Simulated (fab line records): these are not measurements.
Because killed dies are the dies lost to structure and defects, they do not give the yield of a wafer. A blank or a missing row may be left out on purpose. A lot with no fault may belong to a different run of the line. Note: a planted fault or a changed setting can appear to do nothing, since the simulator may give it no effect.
Problem report in the 8D (eight disciplines) form, filled by code    flow nandHarc    the parts of the form that need people (team, actions taken, sign-off) are left out

== 1. WHAT WENT WRONG ==
susceptorTempC at NHARC_A_CHANNEL_FILL_D2_ALD_02 reads a mean of 290.88 C on 6 wafers of 2 lots; wafers without a fault read 299.96 C with a standard deviation of 0.21. That is -43 standard deviations from the usual mean.
The step: deposits SiO2, target thk 6 nm, pulse time 10 s, ald cycles 60.
Earliest sighting: wafer L755.1 on aldHk-02 at day 17 18:09. The record has a number at this step for 33 wafers belonging to 11 lots. By rule, "out" or "out of limits" means more than 4 standard deviations away from the usual mean. Any other wafer with a number is counted as sound.

== 2. WHAT IT IS; WHAT IT IS NOT ==
question                     is                      is not
which readings at this step  susceptorTempC          heaterPowerOuterW, heaterPowerW, precursorPulseHeightRel
which lots                   L755, L759              L747, L748, L749, L762, L763, L766, L767, L768, L769
which wafers of those lots   all that have a number  -
read on which tools          aldHk-02                aldHk-03, aldHk-04
when                         from day 17 18:09       up to then (9 sound wafers); but 18 sound wafers of L762, L763, L766, L767, L768, L769 came after

== 3. THE SUSPECTS, EACH WITH WHAT RULES IT OUT ==
Counting: a tool stays on the suspect list if, at a process step up to the reading, it processed all lots that are out and no sound lot following the first of them.
- harEtch-01 at NHARC_A_CHANNEL_HOLE_D2_ETCH_20 (etches the open film in C4F8/O2/Ar, time 361.9 s, target depth 1600 nm): ruled out as a lasting fault. After its first lot that is out, L755 (day 17 12:14), sound lots L763, L766, L768 ran on it.
- harEtch-01 at NHARC_A_CHANNEL_HOLE_D2_ETCH_23 (etches the open film in C4F8/O2/Ar, time 819 s, target depth 1600 nm): ruled out as a lasting fault. After its first lot that is out, L755 (day 17 13:34), sound lots L763, L766, L768 ran on it.
- harEtch-01 at NHARC_A_CHANNEL_HOLE_D2_ETCH_27 (etches the open film in C4F8/O2/Ar, time 90 s, target depth 400 nm): ruled out as a lasting fault. After its first lot that is out, L755 (day 17 16:05), sound lots L763, L766, L768 ran on it.
- aldHk-02 at NHARC_A_CHANNEL_FILL_D2_ALD_02 (deposits SiO2, target thk 6 nm, pulse time 10 s, ald cycles 60): ruled out as a lasting fault. After its first lot that is out, L755 (day 17 18:09), sound lots L767 ran on it.
Left after counting: nothing in the record.

== 4. THE CAUSE (what the simulator had put in) ==
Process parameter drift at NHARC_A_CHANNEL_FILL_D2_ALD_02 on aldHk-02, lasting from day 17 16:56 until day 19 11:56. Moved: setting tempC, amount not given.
Counting ruled it out, wrongly.

== 5. SEQUENCE OF EFFECTS, ordered by route ==
Rows list readings where the struck wafers' mean (over those with a number) sits beyond 3 standard deviations from the usual. Only readings whose record carries a usual standard deviation are examined. hours: median over the lots of the time between each lot's start at the first step of this table that gives one and its start at this step. sigmas: the change, counted in usual standard deviations.
hours  step                            reading         usual     on struck wafers  change  sigmas
0      NHARC_A_CHANNEL_FILL_D2_ALD_02  susceptorTempC  299.96 C  290.88            -9.08   -43
The process steps in it:
- NHARC_A_CHANNEL_FILL_D2_ALD_02: deposits SiO2, target thk 6 nm, pulse time 10 s, ald cycles 60.
Later measuring or inspecting steps at which every struck wafer that the step has a row for has a number for every such reading, and none has moved that far: NHARC_END_SORT_01.

== 6. WHAT WOULD HAVE CAUGHT IT SOONER ==
In this record the first reading out of limits was taken at day 17 18:09, 1 hour after the fault began at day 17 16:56.
